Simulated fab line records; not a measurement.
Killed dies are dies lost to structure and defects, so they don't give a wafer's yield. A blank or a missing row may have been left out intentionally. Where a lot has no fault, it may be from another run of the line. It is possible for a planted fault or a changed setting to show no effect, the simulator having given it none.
fab line records | flow n5-finfet | part 2 of 2: steps 4 to 6 of 6
record lots=21 wafers=63 last-day=19
route steps=1938 shown GATE_CUT@466
lots that met no fault: from a run of the same line without faults
start-h: hours from the record's opening day to when the first of the lot's shown wafers began | wait-h: how many hours have passed since the lot's step before this one | " as in the row above | L1.1+2: several wafers, shown together as one row | - no value, or no start was given | * or withheld: withheld | < > ~ a bound
route shown NAME@n: names a module that has steps shown in the file, with the first one's number in the route | usual: mean/standard deviation of fault-free wafers | same: alike in all rows | chamber/n: place in a boat | sites: per-site readings | _std_site: the standard deviation of these | _edge_site: mean of outer sites minus mean of inner sites | radius-mm: for every site, how far away it sits from the centre of the wafer | mask NAME#n: copy n | behind: the tool/chamber that last shaped the wafer | hold: why the lot was held/for how many hours/how that ended | device: which transistor (n, p or np) failed to switch | end of line: the same wafers' tests at the end of the route | a step given without rows: its recipe and nothing more | killed: dies lost to structure and defects at the first sort, not the wafer's yield | map: per-die view of a wafer (x killed, . not killed, _ where there is no die)
set.NAME: the setting the step ran with; set.NAME@STEP: the setting that earlier step ran with | model.NAME: the simulator's own value behind a step, which no gauge read
route steps across a sampled set of lots; one table per step, one row per wafer
services: when a tool's chamber went out of use (start-h, in hours from the record's first day, below 0 if earlier), for how many hours, and the reason
## steps
# step N5_GATE_CUT_STRIP_42
# recipe chemistry=O2 power-w=400 temp-c=40 pressure-mtorr=30 rf-frequency-hz=6e+07 bias-power-w=0 overash-fraction=0.3 o2-flow-sccm=225
# usual chamber-pressure-mTorr=30.000/0.027 drypump-motor-current-A=5.8/0.49 oes-product-au=0.79/0.087 rf-vpp-V=3.6/0.47 showerhead-plenum-p-Torr=2.09/0.085 temp-c=40.00/0.11 throttle-valve-pct=16.76/0.2
# columns lot.wafer tool chamber start-h wait-h chamber-pressure-mTorr drypump-motor-current-A oes-product-au rf-hours-counter-h rf-vpp-V showerhead-plenum-p-Torr temp-c throttle-valve-pct
L074.1 rie-diel-05 1 86.84 0.0 30.052 5.6 0.70 196 3.9 2.17 40.00 16.70
L074.3 " 0 " " 30.020 5.8 0.72 224 3.8 2.06 39.89 16.87
L074.6 " 2 " " 30.009 6.0 0.78 - 3.2 2.19 40.04 16.98
L075.2 rie-diel-06 3 98.78 0.0 29.989 6.0 0.72 173 3.5 1.99 40.00 16.86
L075.4 " 3 " " 30.008 6.0 0.72 - 4.4 2.00 39.81 16.85
L075.6 " 3 " " 30.018 6.0 0.72 - 4.2 2.00 39.99 16.85
L076.1 rie-diel-05 0 100.56 0.0 29.960 5.8 0.71 229 3.5 2.06 40.02 16.87
L076.4 " 2 " " 29.970 6.0 0.79 117 3.2 2.19 39.84 17.01
L076.5 " 0 " " 29.990 5.8 0.71 - 4.3 2.06 40.03 16.86
L077.1 rie-diel-02 0 103.08 0.0 29.989 6.1 0.70 226 3.7 2.14 39.94 16.40
L077.4 " 2 " " 30.036 5.3 0.83 92 3.5 2.04 40.08 16.65
L077.5 " 2 " " 29.950 5.3 0.83 - 3.9 2.04 40.10 16.64
L078.1 rie-diel-06 0 110.48 0.0 30.029 5.2 0.79 101 4.6 1.94 39.88 16.86
L078.3 " 3 " " 30.002 6.0 0.72 177 3.1 1.99 39.93 16.85
L078.4 " 2 " " 30.006 6.1 0.66 248 3.8 2.15 40.09 17.17
L079.1 rie-diel-02 1 119.43 0.0 29.992 6.6 0.93 6 3.6 2.24 40.01 16.46
L079.4 " 0 " " 30.041 6.1 0.70 230 3.2 2.14 40.02 16.41
L079.6 " 1 " " 30.032 6.6 0.94 - 3.1 2.24 39.92 16.45
L080.1 rie-diel-05 1 123.61 0.0 30.015 5.7 0.70 206 3.5 2.17 39.98 16.72
L080.4 " 2 " " 29.972 6.0 0.77 123 4.0 2.19 39.99 17.00
L080.6 " 3 " " 29.992 5.2 0.74 - 3.5 2.10 39.94 16.51
L081.1 rie-diel-05 0 130.23 0.0 29.988 5.8 0.70 237 3.4 2.06 40.26 16.88
L081.3 " 2 " " 30.026 6.0 0.77 125 2.5 2.19 40.07 17.01
L081.4 " 3 " " 29.983 5.1 0.73 188 3.2 2.10 40.10 16.49
L082.3 rie-diel-06 3 140.34 0.0 29.972 6.0 0.71 187 3.9 1.99 40.03 16.90
L082.4 " 0 " " 30.039 5.2 0.78 110 3.0 1.94 40.17 16.88
L082.6 " 3 " " 30.000 6.0 0.71 - 3.4 1.99 40.14 16.90
L083.2 rie-diel-02 2 142.49 0.0 29.987 5.3 0.82 104 3.7 2.03 39.92 16.67
L083.4 " 0 " " 30.002 6.1 0.69 237 3.5 2.14 40.06 16.40
L083.6 " 2 " " 29.965 5.3 0.82 - 3.0 2.03 39.77 16.68
L084.1 rie-diel-06 0 149.11 0.0 30.018 5.2 0.78 112 3.3 1.94 39.97 16.88
L084.4 " 2 " " 29.990 6.1 0.97 3 3.4 2.15 39.83 16.69
L084.6 " 0 " " 30.004 5.3 0.78 - 4.2 1.94 39.79 16.90
L085.2 rie-diel-06 1 158.04 0.0 30.019 6.5 0.76 167 3.3 2.09 39.85 17.04
L085.3 " 3 " " 30.011 6.0 0.70 191 4.2 1.99 40.08 16.88
L085.4 " 2 " " 30.044 6.1 0.96 5 3.8 2.15 40.05 16.69
L087.1 rie-diel-06 0 165.31 0.0 29.992 5.2 0.77 116 2.7 1.93 40.04 16.87
L087.2 " 3 " " 29.989 6.0 0.71 192 4.1 1.99 40.02 16.88
L087.5 " 1 " " 29.986 6.5 0.76 - 3.9 2.09 39.94 17.03
L088.1 rie-diel-02 2 173.75 0.0 30.008 5.3 0.81 111 3.8 2.03 40.07 16.67
L088.3 " 1 " " 30.029 6.6 0.90 20 3.1 2.23 40.20 16.49
L088.6 " 1 " " 29.980 6.5 0.89 - 3.5 2.23 39.95 16.48
L090.3 rie-diel-06 2 183.33 0.0 30.003 6.1 0.93 11 3.3 2.14 39.96 16.73
L090.4 " 3 " " 30.001 6.0 0.70 197 4.3 1.99 40.01 16.92
L090.5 " 3 " " 29.941 6.0 0.71 - 3.5 1.99 39.97 16.90
L091.1 rie-diel-05 2 186.13 0.0 29.958 6.0 0.76 138 4.1 2.18 39.93 17.05
L091.2 " 1 " " 30.037 5.6 0.69 221 3.8 2.16 39.92 16.75
L091.6 " 3 " " 30.039 5.2 0.71 - 3.7 2.09 40.23 16.54
L092.1 rie-diel-05 3 194.69 0.0 29.962 5.2 0.70 204 3.9 2.09 39.99 16.53
L092.2 " 1 " " 30.043 5.6 0.68 225 3.7 2.16 39.97 16.75
L092.6 " 3 " " 30.009 5.1 0.72 - 3.3 2.09 40.24 16.55
L093.1 rie-diel-02 2 202.25 0.0 29.977 5.2 0.81 120 3.4 2.03 40.02 16.71
L093.4 " 3 " " 29.987 5.2 0.89 - 4.3 2.12 39.96 16.80
L093.6 " 2 " " 29.990 5.3 0.81 - 3.8 2.03 39.84 16.70
L094.1 rie-diel-02 2 208.26 0.0 29.973 5.3 0.81 123 4.2 2.02 40.23 16.71
L094.2 " 1 " " 30.010 6.6 0.88 32 4.6 2.23 40.09 16.51
L094.5 " 2 " " 30.055 5.3 0.80 - 3.3 2.03 40.04 16.72
L096.2 rie-diel-05 0 223.57 0.0 29.995 5.8 0.96 6 3.1 2.05 40.00 16.45
L096.4 " 3 " " 30.004 5.2 0.71 215 3.5 2.09 40.24 16.57
L096.5 " 0 " " 29.998 5.8 0.97 - 3.8 2.05 39.99 16.46
L097.2 rie-diel-06 0 225.91 0.0 29.935 5.3 0.75 139 3.9 1.93 39.85 16.94
L097.3 " 2 " " 30.033 6.1 0.90 27 3.1 2.14 39.97 16.76
L097.6 " 3 " " 30.000 6.0 0.69 - 3.6 1.98 39.95 16.93
# step N5_GATE_CUT_CMP_61
# recipe stop-on=SiNx t-overpolish-s=3 post-cmp-clean=alkaline-brush down-force-psi=4 platen-rpm=27.09 pad-velocity-m-s=0.539
# usual motor-current-A=12.6/1.1
# columns lot.wafer tool chamber start-h wait-h motor-current-A
L074.1 cmp-02 0 90.03 0.3 11.8
L074.3 " 1 " " 13.1
L074.6 " 3 " " 14.5
L075.4 cmp-02 0 102.36 0.4 11.7
L075.2 " 3 " " 14.8
L075.6 " 0 " " 11.6
L076.1 cmp-02 0 103.53 0.3 11.1
L076.4 " 1 " " 13.6
L076.5 " 2 " " 13.2
L077.1 cmp-02 2 106.23 0.4 12.3
L077.4 " 1 " " 12.9
L077.5 " 2 " " 13.3
L078.1 cmp-04 3 113.36 0.4 12.7
L078.3 " 0 " " 11.0
L078.4 " 2 " " 13.0
L079.1 cmp-04 2 122.32 0.4 13.4
L079.4 " 1 " " 12.6
L079.6 " 2 " " 12.6
L080.4 cmp-04 1 126.54 0.3 12.4
L080.1 " 3 " " 12.3
L080.6 " 1 " " 12.3
L081.4 cmp-01 3 133.12 0.4 11.5
L081.1 " 0 " " 10.9
L081.3 " 2 " " 13.6
L082.3 cmp-01 3 143.23 0.4 11.5
L082.4 " 0 " " 11.0
L082.6 " 3 " " 11.0
L083.4 cmp-01 1 145.60 0.3 11.9
L083.2 " 3 " " 11.5
L083.6 " 0 " " 11.6
L084.4 cmp-04 3 152.21 0.4 12.4
L084.1 " 0 " " 11.6
L084.6 " 3 " " 12.5
L085.2 cmp-01 0 161.12 0.4 11.4
L085.3 " 1 " " 12.1
L085.4 " 3 " " 10.8
L087.1 cmp-02 0 168.40 0.4 11.8
L087.2 " 3 " " 15.2
L087.5 " 0 " " 11.4
L088.3 cmp-01 0 177.15 0.4 11.4
L088.1 " 2 " " 13.3
L088.6 " 0 " " 11.7
L090.4 cmp-02 2 186.33 0.4 13.0
L090.3 " 3 " " 14.9
L090.5 " 2 " " 13.6
L091.2 cmp-02 1 189.26 0.4 12.9
L091.1 " 3 " " 14.3
L091.6 " 1 " " 12.9
L092.2 cmp-04 1 197.72 0.4 12.4
L092.1 " 0 " " 11.8
L092.6 " 2 " " 13.5
L093.1 cmp-01 3 205.16 0.3 11.4
L093.4 " 1 " " 12.4
L093.6 " 3 " " 11.5
L094.1 cmp-02 0 211.92 0.4 11.3
L094.2 " 3 " " 14.8
L094.5 " 1 " " 13.7
L096.4 cmp-01 0 226.92 0.4 11.0
L096.2 " 1 " " 12.6
L096.5 " 0 " " 11.7
L097.2 cmp-02 0 229.10 0.3 11.5
L097.3 " 2 " " 13.7
L097.6 " 3 " " 14.2
# step N5_GATE_CUT_INSPECT_26
# recipe inspect-instrument=darkfield mode=post-cmp
# usual raw-defect-count=40/18
# columns lot.wafer tool chamber start-h wait-h raw-defect-count
L074.1 defect-inspect-02 - 90.20 0.0 53
L074.3 " - " " 30
L074.6 " - " " 22
L075.2 defect-inspect-01 - 102.59 0.0 34
L075.4 " - " " 29
L075.6 " - " " 36
L076.1 defect-inspect-01 - 103.70 0.0 46
L076.4 " - " " 24
L076.5 " - " " 42
L077.1 defect-inspect-02 - 106.47 0.0 30
L077.4 " - " " 24
L077.5 " - " " 22
L078.1 defect-inspect-02 - 113.60 0.0 37
L078.3 " - " " 49
L078.4 " - " " 24
L079.1 defect-inspect-02 - 122.55 0.0 32
L079.4 " - " " 39
L079.6 " - " " 79
L080.1 defect-inspect-02 - 126.74 0.0 18
L080.4 " - " " 39
L080.6 " - " " 56
L081.1 defect-inspect-02 - 133.35 0.0 28
L081.3 " - " " 18
L081.4 " - " " 35
L082.3 defect-inspect-01 - 143.46 0.0 25
L082.4 " - " " 19
L082.6 " - " " 17
L083.2 defect-inspect-01 - 145.81 0.0 66
L083.4 " - " " 37
L083.6 " - " " 45
L084.1 defect-inspect-01 - 152.44 0.0 39
L084.4 " - " " 45
L084.6 " - " " 32
L085.2 defect-inspect-01 - 161.35 0.0 27
L085.3 " - " " 43
L085.4 " - " " 46
L087.1 defect-inspect-01 - 168.63 0.0 41
L087.2 " - " " 104
L087.5 " - " " 54
L088.1 defect-inspect-01 - 177.39 0.0 33
L088.3 " - " " 39
L088.6 " - " " 28
L090.3 defect-inspect-02 - 186.56 0.0 19
L090.4 " - " " 52
L090.5 " - " " 34
L091.1 defect-inspect-01 - 189.49 0.0 33
L091.2 " - " " 19
L091.6 " - " " 49
L092.1 defect-inspect-01 - 197.95 0.0 62
L092.2 " - " " 66
L092.6 " - " " 50
L093.1 defect-inspect-01 - 205.36 0.0 34
L093.4 " - " " 33
L093.6 " - " " 23
L094.1 defect-inspect-02 - 212.15 0.0 42
L094.2 " - " " 29
L094.5 " - " " 15
L096.2 defect-inspect-02 - 227.15 0.0 35
L096.4 " - " " 35
L096.5 " - " " 41
L097.2 defect-inspect-02 - 229.30 0.0 58
L097.3 " - " " 76
L097.6 " - " " 52
## services
# columns tool chamber start-h hours kind
cmp-02 - 73.30 4.5 pm
rie-diel-06 2 76.37 23.5 repair
cmp-02 - 84.87 1.1 repair
cmp-04 - 88.49 0.9 repair
rie-metal-02 1 102.76 13.0 repair
cmp-02 - 110.86 0.5 repair
rie-diel-06 0 117.80 3.6 repair
rie-metal-01 - 122.63 0.3 repair
cmp-04 - 145.15 4.0 pm
rie-diel-02 - 145.67 1.1 repair
cmp-02 - 146.21 7.9 repair
cmp-01 - 149.55 4.3 repair
cmp-04 - 170.40 5.5 pm
cmp-02 - 171.78 1.0 repair
rie-diel-06 3 177.16 1.4 repair
rie-diel-06 1 192.14 6.6 repair
rie-metal-02 - 204.92 0.7 repair
cmp-01 - 209.94 0.7 repair
rie-diel-06 3 210.04 5.9 repair
cmp-04 - 210.22 3.0 repair
rie-diel-05 - 215.11 2.8 pm
cmp-02 - 220.30 7.3 pm
cmp-04 - 222.11 5.8 pm
rie-metal-02 - 224.20 0.5 repair
